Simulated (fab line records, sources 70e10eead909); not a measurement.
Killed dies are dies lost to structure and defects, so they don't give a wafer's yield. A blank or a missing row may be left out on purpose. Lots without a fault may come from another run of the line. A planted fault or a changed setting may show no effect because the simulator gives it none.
fab line records | flow nand_harc | part 2 of 2: steps 26 to 34 of 34
record lots=5 wafers=15 last_day=22
route steps=1159 shown A_WL_FILL@832 A_CONTACT@840
lots that met no fault: from a run of the same line without faults
start_h: hours from the record's first day to the start of the lot's first wafer shown | wait_h: hours since the lot's step before | " the same as in the row above | L1.1+2: a row that stands for several wafers | - no value, or no start given | * or withheld: withheld | < > ~ a bound
route shown NAME@n: a module of which the file shows steps, and the number in the route of the first | usual: mean/standard deviation of fault-free wafers | same: alike in all rows | chamber/n: place in a boat | sites: the reading at each site | _std_site: their standard deviation | _edge_site: outer sites' mean less inner sites' | radius_mm: how far each site lies from the wafer's centre | mask NAME#n: copy n | behind: the tool/chamber that last shaped the wafer | hold: why the lot was held/for how many hours/how that ended | device: the transistor (n, p or np) that didn't switch | end of line: the same wafers' tests at the end of the route | a step without rows: its recipe alone | killed: dies lost to structure and defects at the first sort, not the wafer's yield | map: a wafer's dies, x killed, . not, _ none there
set.NAME: the setting as run; set.NAME@STEP: as run at that earlier step | model.NAME: the simulator's own value behind a step, which no gauge read
lots at some steps of the route; a table a step, a row a wafer
services: from which hour (start_h, from the record's first day; less than 0 if before it) a tool's chamber was out of use, for how many hours, and why
## steps
# step NHARC_A_CONTACT_ETCH_51
# recipe target_depth_a=36000 over_etch_frac=0.3 time_s=936 ion_energy_ev=150 o2_flow_sccm=400 cos_flow_sccm=20 ar_flow_sccm=0 rf_w=500 bias_w=300 chemistry=O2/COS
# usual drypump_motor_current_A=5.7/0.41 oes_product_au=0.996/0.013 rf_vpp_V=313.6/1.5 showerhead_plenum_p_Torr=3.09/0.091 throttle_valve_pct=28.329/0.0084
# columns lot.wafer tool chamber start_h wait_h drypump_motor_current_A oes_product_au rf_hours_counter_h rf_vpp_V showerhead_plenum_p_Torr throttle_valve_pct
L079.2 rie_diel-08 1 - - 5.0 0.985 39 311.7 3.02 28.320
L079.3 " 0 " " 6.1 0.994 36 311.1 2.94 28.339
L079.5 " 1 " " 5.0 0.989 - 311.7 3.02 28.342
L080.2 rie_diel-08 3 - - 5.3 0.986 49 314.5 3.18 28.340
L080.3 " 0 " " 6.1 1.005 44 311.5 2.93 28.328
L080.4 " 1 " " 5.0 0.986 48 314.0 3.01 28.326
L083.3 rie_diel-02 1 - - 6.0 1.008 33 314.5 3.20 28.321
L083.4 " 3 " " 6.2 0.994 29 312.5 3.10 28.324
L083.6 " 1 " " 6.0 0.994 - 315.1 3.20 28.322
L082.4 rie_diel-08 3 - - 5.3 1.008 53 314.1 3.18 28.341
L082.3 " 0 " " 6.1 1.004 49 312.0 2.93 28.331
L082.6 " 3 " " 5.2 1.004 - 315.7 3.18 28.322
L086.4 rie_diel-05 1 - - 5.8 1.026 18 311.3 3.04 28.329
L086.3 " 3 " " 5.8 1.038 10 313.8 3.19 28.325
L086.5 " 1 " " 5.8 1.009 - 315.3 3.04 28.332
# step NHARC_A_CONTACT_ETCH_111
# recipe source_w=withheld pressure_mtorr=20 bias_v=withheld time_s=140 target_depth_a=7000 ar_flow_sccm=withheld c4f8_flow_sccm=withheld o2_flow_sccm=withheld chemistry=C4F8/O2/Ar
# columns lot.wafer tool chamber start_h wait_h rf_hours_counter_h
L079.2 har_cap_etch-01 0 399.80 - 61
L079.3 " 1 " " -
L079.5 " 1 " " -
L080.2 har_cap_etch-03 1 415.79 - 94
L080.3 " 0 " " -
L080.4 " 1 " " -
L083.4 har_cap_etch-01 1 425.73 - -
L083.3 " 0 " " -
L083.6 " 1 " " -
L082.4 har_cap_etch-03 1 427.29 - -
L082.3 " 0 " " -
L082.6 " 1 " " -
L086.3 har_cap_etch-02 0 453.65 - -
L086.4 " 1 " " -
L086.5 " 1 " " -
# step NHARC_A_CONTACT_ETCH_112
# recipe source_w=withheld pressure_mtorr=20 bias_v=3000 time_s=94 target_depth_a=9220 ar_flow_sccm=withheld c4f8_flow_sccm=withheld o2_flow_sccm=withheld chemistry=C4F8/O2/Ar
# columns lot.wafer tool chamber start_h wait_h rf_hours_counter_h
L079.2 har_cap_etch-01 0 399.98 0.1 61
L079.3 " 1 " " -
L079.5 " 1 " " -
L080.2 har_cap_etch-03 1 415.97 0.2 94
L080.3 " 0 " " -
L080.4 " 1 " " -
L083.4 har_cap_etch-01 1 425.89 0.1 -
L083.3 " 0 " " -
L083.6 " 1 " " -
L082.4 har_cap_etch-03 1 427.46 0.1 -
L082.3 " 0 " " -
L082.6 " 1 " " -
L086.3 har_cap_etch-02 0 453.81 0.1 -
L086.4 " 1 " " -
L086.5 " 1 " " -
# step NHARC_A_CONTACT_ETCH_113
# recipe source_w=withheld pressure_mtorr=20 bias_v=3000 time_s=94 target_depth_a=9220 ar_flow_sccm=withheld c4f8_flow_sccm=withheld o2_flow_sccm=withheld chemistry=C4F8/O2/Ar
# columns lot.wafer tool chamber start_h wait_h rf_hours_counter_h
L079.2 har_cap_etch-01 0 400.08 0.1 61
L079.3 " 1 " " -
L079.5 " 1 " " -
L080.2 har_cap_etch-03 1 416.06 0.1 94
L080.3 " 0 " " -
L080.4 " 1 " " -
L083.4 har_cap_etch-01 1 425.98 0.1 -
L083.3 " 0 " " -
L083.6 " 1 " " -
L082.4 har_cap_etch-03 1 427.55 0.1 -
L082.3 " 0 " " -
L082.6 " 1 " " -
L086.3 har_cap_etch-02 0 453.90 0.1 -
L086.4 " 1 " " -
L086.5 " 1 " " -
# step NHARC_A_CONTACT_ETCH_114
# recipe source_w=withheld pressure_mtorr=20 bias_v=3000 time_s=94 target_depth_a=9220 ar_flow_sccm=withheld c4f8_flow_sccm=withheld o2_flow_sccm=withheld chemistry=C4F8/O2/Ar
# columns lot.wafer tool chamber start_h wait_h rf_hours_counter_h
L079.2 har_cap_etch-01 0 400.17 0.1 61
L079.3 " 1 " " -
L079.5 " 1 " " -
L080.2 har_cap_etch-03 1 416.15 0.1 94
L080.3 " 0 " " -
L080.4 " 1 " " -
L083.4 har_cap_etch-01 1 426.08 0.1 -
L083.3 " 0 " " -
L083.6 " 1 " " -
L082.4 har_cap_etch-03 1 427.64 0.1 -
L082.3 " 0 " " -
L082.6 " 1 " " -
L086.3 har_cap_etch-02 0 454.00 0.1 -
L086.4 " 1 " " -
L086.5 " 1 " " -
# step NHARC_A_CONTACT_ETCH_115
# recipe source_w=withheld pressure_mtorr=20 bias_v=3000 time_s=94 target_depth_a=9220 ar_flow_sccm=withheld c4f8_flow_sccm=withheld o2_flow_sccm=withheld chemistry=C4F8/O2/Ar
# columns lot.wafer tool chamber start_h wait_h rf_hours_counter_h
L079.2 har_cap_etch-01 0 400.26 0.1 61
L079.3 " 1 " " -
L079.5 " 1 " " -
L080.2 har_cap_etch-03 1 416.25 0.1 94
L080.3 " 0 " " -
L080.4 " 1 " " -
L083.4 har_cap_etch-01 1 426.17 0.1 -
L083.3 " 0 " " -
L083.6 " 1 " " -
L082.4 har_cap_etch-03 1 427.73 0.1 -
L082.3 " 0 " " -
L082.6 " 1 " " -
L086.3 har_cap_etch-02 0 454.09 0.1 -
L086.4 " 1 " " -
L086.5 " 1 " " -
# step NHARC_A_CONTACT_ETCH_116
# recipe source_w=withheld pressure_mtorr=20 bias_v=3000 time_s=94 target_depth_a=9220 ar_flow_sccm=withheld c4f8_flow_sccm=withheld o2_flow_sccm=withheld chemistry=C4F8/O2/Ar
# columns lot.wafer tool chamber start_h wait_h rf_hours_counter_h
L079.2 har_cap_etch-01 0 400.35 0.1 61
L079.3 " 1 " " -
L079.5 " 1 " " -
L080.2 har_cap_etch-03 1 416.34 0.1 94
L080.3 " 0 " " -
L080.4 " 1 " " -
L083.4 har_cap_etch-01 1 426.26 0.1 -
L083.3 " 0 " " -
L083.6 " 1 " " -
L082.4 har_cap_etch-03 1 427.82 0.1 -
L082.3 " 0 " " -
L082.6 " 1 " " -
L086.3 har_cap_etch-02 0 454.18 0.1 -
L086.4 " 1 " " -
L086.5 " 1 " " -
# step NHARC_A_CONTACT_ETCH_117
# recipe source_w=withheld pressure_mtorr=20 bias_v=3000 time_s=94 target_depth_a=9220 ar_flow_sccm=withheld c4f8_flow_sccm=withheld o2_flow_sccm=withheld chemistry=C4F8/O2/Ar
# columns lot.wafer tool chamber start_h wait_h rf_hours_counter_h
L079.2 har_cap_etch-01 0 400.44 0.1 62
L079.3 " 1 " " -
L079.5 " 1 " " -
L080.2 har_cap_etch-03 1 416.43 0.1 94
L080.3 " 0 " " -
L080.4 " 1 " " -
L083.4 har_cap_etch-01 1 426.35 0.1 -
L083.3 " 0 " " -
L083.6 " 1 " " -
L082.4 har_cap_etch-03 1 427.91 0.1 -
L082.3 " 0 " " -
L082.6 " 1 " " -
L086.3 har_cap_etch-02 0 454.27 0.1 -
L086.4 " 1 " " -
L086.5 " 1 " " -
# step NHARC_A_CONTACT_ETCH_118
# recipe source_w=withheld pressure_mtorr=20 bias_v=3000 time_s=94 target_depth_a=9220 ar_flow_sccm=withheld c4f8_flow_sccm=withheld o2_flow_sccm=withheld chemistry=C4F8/O2/Ar
# columns lot.wafer tool chamber start_h wait_h rf_hours_counter_h
L079.2 har_cap_etch-01 0 400.53 0.1 62
L079.3 " 1 " " -
L079.5 " 1 " " -
L080.2 har_cap_etch-03 1 416.52 0.1 94
L080.3 " 0 " " -
L080.4 " 1 " " -
L083.4 har_cap_etch-01 1 426.44 0.1 -
L083.3 " 0 " " -
L083.6 " 1 " " -
L082.4 har_cap_etch-03 1 428.00 0.1 -
L082.3 " 0 " " -
L082.6 " 1 " " -
L086.3 har_cap_etch-02 0 454.36 0.1 -
L086.4 " 1 " " -
L086.5 " 1 " " -
## services
# columns tool chamber start_h hours kind
rie_diel-08 0 360.09 - clean
rie_diel-08 1 360.09 - clean
arfi_scanner-01 - 368.00 4.0 pm
pecvd-04 - 376.00 13.0 pm
cvd_w-02 - 376.66 13.0 pm
rie_diel-02 3 384.07 6.7 repair
arfi_scanner-01 - 390.44 5.5 repair
cmp-04 - 401.06 4.0 pm
cmp-02 - 406.88 3.1 repair
ald_metal-01 0 407.02 9.8 repair
ald_metal-01 2 407.62 1.5 repair
acl_dep-03 - 407.85 13.0 pm
ald_metal-03 2 408.90 23.8 repair
pecvd-01 - 411.29 0.9 repair
arfi_scanner-01 - 412.67 0.7 repair
arfi_scanner-02 - 413.50 5.5 repair
pecvd-01 - 418.26 13.0 pm
cmp-02 - 422.62 4.0 pm
arfi_scanner-02 - 428.00 4.0 pm
wet_bench-06 - 428.96 0.8 repair
cmp-04 - 429.58 3.0 repair
litho_track-01 - 443.00 7.0 pm
wet_bench-06 - 443.25 1.1 repair
rie_diel-02 0 446.67 2.1 repair
